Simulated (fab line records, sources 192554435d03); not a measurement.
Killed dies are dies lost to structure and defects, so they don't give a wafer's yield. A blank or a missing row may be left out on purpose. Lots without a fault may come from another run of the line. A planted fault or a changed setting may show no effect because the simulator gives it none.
Which tool did it? | flow n5_finfet | 13 lots, 35 wafers sampled, at 4 steps of a route of 1938

WHAT THE GAUGES READ, wafer by wafer
The record holds no reading of a measuring or inspecting step that can be judged against a usual standard deviation.

WHICH TOOL RAN EACH LOT (tool, then ch and the chambers of the sampled wafers, then the start)
lot  | N5_BEOL_M10_ALD_74                  | N5_PASSIVATION_AL_ETCH_33         | N5_PASSIVATION_PECVD_35         | N5_PASSIVATION_PROBE_49
L962 | ald_metal-01 ch 1,2,3, day 10 02:06 | rie_metal-02 ch 0,1, day 11 22:56 | pecvd-04 ch 0,2, day 12 00:19   | -
L963 | ald_metal-01 ch 0,1,2, day 10 10:52 | rie_metal-03 ch 1, day 12 12:05   | pecvd-04 ch 0,1,2, day 12 13:46 | -
L964 | ald_metal-03 ch 1,2,3, day 10 14:40 | rie_metal-03 ch 0,1, day 12 16:22 | pecvd-01 ch 0,1,2, day 12 17:22 | prober-01, day 12 21:03
L965 | ald_metal-01 ch 0,1,3, day 11 07:49 | rie_metal-03 ch 0,1, day 13 07:37 | pecvd-02 ch 0,1,2, day 13 08:49 | -
L970 | ald_metal-03 ch 0,1, day 12 12:35   | rie_metal-03 ch 0,1, day 14 13:09 | pecvd-04 ch 0,1,2, day 14 14:17 | prober-01, day 14 21:37
L972 | ald_metal-03 ch 2,3, day 12 21:30   | rie_metal-01 ch 0,1, day 14 17:58 | pecvd-02 ch 1,2, day 14 19:33   | prober-01, day 14 23:21
L978 | ald_metal-02 ch 1,2, day 14 23:57   | rie_metal-01 ch 1, day 16 22:05   | pecvd-02 ch 0, day 16 23:08     | -
L979 | ald_metal-01 ch 0,3, day 15 00:01   | rie_metal-02 ch 1, day 17 03:19   | pecvd-01 ch 1, day 17 04:43     | -
L981 | ald_metal-02 ch 0,1,3, day 15 08:17 | rie_metal-02 ch 0,1, day 17 13:19 | pecvd-01 ch 0,1,2, day 17 14:29 | -
L982 | ald_metal-02 ch 0,2, day 15 08:32   | rie_metal-01 ch 0,1, day 17 13:40 | pecvd-02 ch 0, day 17 14:46     | prober-02, day 17 18:40
L980 | ald_metal-03 ch 0,3, day 15 14:37   | rie_metal-01 ch 0,1, day 17 17:25 | pecvd-01 ch 0,2, day 17 18:36   | -
L983 | ald_metal-03 ch 2,3, day 16 09:19   | rie_metal-02 ch 0,1, day 18 06:40 | pecvd-01 ch 1,2, day 18 07:52   | -
L984 | ald_metal-01 ch 0,1,3, day 16 20:44 | rie_metal-01 ch 1, day 18 17:56   | pecvd-01 ch 0,2, day 18 19:04   | -
- N5_BEOL_M10_ALD_74: deposits TaN, target thk 2 nm, pulse time 2 s, purge time 3 s.
- N5_PASSIVATION_AL_ETCH_33: etches Al in Cl2/BCl3, stops on TaN, target depth 2800 nm, time 466.7 s.
- N5_PASSIVATION_PECVD_35: deposits SiNx from SiH4/NH3/N2, target thk 700 nm, time 151.3 s.
- N5_PASSIVATION_PROBE_49

WHAT THE TOOLS THEMSELVES READ (means of the sampled wafers that have a number; where no wafer has one, the mark that the record gives instead)
N5_BEOL_M10_ALD_74. Usual: heater_power_w 432 W, standard deviation 30; precursor_vessel_pressure_torr 26.25 Torr, standard deviation 0.059.
lot  | tool         | heater_power_w (W) | precursor_vessel_pressure_torr (Torr) | flag
L962 | ald_metal-01 | 433                | 26.25                                 |
L963 | ald_metal-01 | 434                | 26.24                                 |
L964 | ald_metal-03 | 438                | 26.32                                 |
L965 | ald_metal-01 | 430                | 26.24                                 |
L970 | ald_metal-03 | 452                | 26.30                                 |
L972 | ald_metal-03 | 424                | 26.23                                 |
L978 | ald_metal-02 | 462                | 26.21                                 |
L979 | ald_metal-01 | 424                | 26.23                                 |
L981 | ald_metal-02 | 395                | 26.26                                 |
L982 | ald_metal-02 | 412                | 26.23                                 |
L980 | ald_metal-03 | 456                | 26.26                                 |
L983 | ald_metal-03 | 424                | 26.32                                 |
L984 | ald_metal-01 | 432                | 26.23                                 |

N5_PASSIVATION_AL_ETCH_33. Usual: drypump_motor_current_A 5.5 A, standard deviation 0.35; he_backside_leak_sccm 3.4 sccm, standard deviation 0.47; oes_product_au 0.73 a.u., standard deviation 0.094; throttle_valve_pct 34.1 %, standard deviation 0.47.
lot  | tool         | drypump_motor_current_A (A) | he_backside_leak_sccm (sccm) | oes_product_au (a.u.) | throttle_valve_pct (%) | flag
L962 | rie_metal-02 | 5.1                         | 3.4                          | 0.68                  | 34.6                   |
L963 | rie_metal-03 | 6.0                         | 3.0                          | 0.69                  | 33.5                   |
L964 | rie_metal-03 | 5.9                         | 3.0                          | 0.77                  | 33.8                   |
L965 | rie_metal-03 | 5.7                         | 3.0                          | 0.81                  | 34.0                   |
L970 | rie_metal-03 | 5.7                         | 3.1                          | 0.78                  | 34.1                   |
L972 | rie_metal-01 | 5.7                         | 3.4                          | 0.62                  | 34.6                   |
L978 | rie_metal-01 | 5.3                         | 3.6                          | 0.69                  | 34.2                   |
L979 | rie_metal-02 | 5.0                         | 3.5                          | 0.69                  | 34.8                   |
L981 | rie_metal-02 | 5.2                         | 3.3                          | 0.81                  | 33.9                   |
L982 | rie_metal-01 | 5.6                         | 3.5                          | 0.76                  | 34.1                   |
L980 | rie_metal-01 | 5.7                         | 4.1                          | 0.78                  | 34.1                   |
L983 | rie_metal-02 | 5.2                         | 3.3                          | 0.77                  | 34.1                   |
L984 | rie_metal-01 | 5.3                         | 3.7                          | 0.68                  | 34.3                   |

N5_PASSIVATION_PECVD_35. Usual: heater_power_w 355 W, standard deviation 71; showerhead_plenum_p_Torr 8.67 Torr, standard deviation 0.053; throttle_valve_pct 28.6 %, standard deviation 1.1.
lot  | tool     | heater_power_w (W) | showerhead_plenum_p_Torr (Torr) | throttle_valve_pct (%) | flag
L962 | pecvd-04 | 395                | 8.65                            | 26.7                   |
L963 | pecvd-04 | 368                | 8.62                            | 27.2                   |
L964 | pecvd-01 | 296                | 8.73                            | 28.6                   |
L965 | pecvd-02 | 361                | 8.66                            | 29.9                   |
L970 | pecvd-04 | 370                | 8.61                            | 27.4                   |
L972 | pecvd-02 | 400                | 8.68                            | 30.0                   |
L978 | pecvd-02 | 356                | 8.65                            | 29.5                   |
L979 | pecvd-01 | 370                | 8.73                            | 28.2                   |
L981 | pecvd-01 | 279                | 8.71                            | 28.6                   |
L982 | pecvd-02 | 342                | 8.64                            | 29.4                   |
L980 | pecvd-01 | 303                | 8.70                            | 28.8                   |
L983 | pecvd-01 | 386                | 8.70                            | 28.3                   |
L984 | pecvd-01 | 273                | 8.69                            | 28.9                   |

N5_PASSIVATION_PROBE_49. Usual: defect_limited_yield 91.5 %, standard deviation 1.5; killed_at_M0_to_M3 32, standard deviation 10; killed_at_M4_up 13, standard deviation 4.9; killed_at_contacts 13, standard deviation 6.1; killed_at_front_end 38, standard deviation 11; killed_at_other 3, standard deviation 3.2; killed_dies 101, standard deviation 18; killed_on_rim 13, standard deviation 4.4; killed_open 66, standard deviation 13; killed_short 32, standard deviation 8.3; sort_bin_4_leakage 0.00 %, standard deviation 0.018; sort_bin_5_function 5.0 %, standard deviation 1; sort_bin_6_memory 3.2 %, standard deviation 0.74; sort_bin_8_speed 0.1 %, standard deviation 1.1; sort_n_pass 1078, standard deviation 22; sort_yield_pct 91.3 %, standard deviation 1.9.
lot  | tool      | defect_limited_yield (%) | killed_at_M0_to_M3 | killed_at_M4_up | killed_at_contacts | killed_at_front_end | killed_at_other | killed_dies | killed_on_rim | killed_open | killed_short | sort_bin_4_leakage (%) | sort_bin_5_function (%) | sort_bin_6_memory (%) | sort_bin_8_speed (%) | sort_n_pass | sort_yield_pct (%) | flag
L964 | prober-01 | 93.5                     | 25                 | 11              | 16                 | 24                  | 1               | 76          | 6             | 52          | 23           | 0.03                   | 3.9                     | 2.3                   | 0.0                  | 1103        | 93.5               |
L970 | prober-01 | 81.9                     | 20                 | 154             | 10                 | 26                  | 3               | 214         | 15            | 49          | 22           | 0.06                   | 10.3                    | 3.9                   | 0.0                  | 966         | 81.8               | OFF
L972 | prober-01 | 81.8                     | 26                 | 138             | 15                 | 30                  | 6               | 215         | 25            | 56          | 29           | 0.00                   | 10.5                    | 3.8                   | 0.0                  | 965         | 81.8               | OFF
L982 | prober-02 | 91.0                     | 28                 | 14              | 14                 | 44                  | 7               | 106         | 16            | 67          | 39           | 0.00                   | 4.8                     | 3.7                   | 0.0                  | 1074        | 91.0               |

THE ANSWER, worked out from the rows above alone
Rule: a lot is off if the mean of its wafers that have a number lies more than 3 standard deviations from the usual mean. A lot without any number at a reading at which 4 lots or more have one is off too. The other lots that the step has rows for count as sound. The gauges are gone through in route order, then the tools' own readings, and for those a lot's mean is taken as printed above. The first step at which some lot is off is used, and at that step the reading that is off furthest; a lot without a number counts as furthest.
Off: L970, L972, at N5_PASSIVATION_PROBE_49 (killed_at_M4_up). Neither off nor sound, because the step has no rows for them: L962, L963, L965, L978, L979, L981, L980, L983, L984.
A tool fits if, at that step or a process step before it, it ran every lot that is off, and no sound lot after the first of them. Can't be told from this: 2 tools fit, ald_metal-03 at N5_BEOL_M10_ALD_74, prober-01 at N5_PASSIVATION_PROBE_49.

WHAT THE SIMULATOR HAD PUT IN
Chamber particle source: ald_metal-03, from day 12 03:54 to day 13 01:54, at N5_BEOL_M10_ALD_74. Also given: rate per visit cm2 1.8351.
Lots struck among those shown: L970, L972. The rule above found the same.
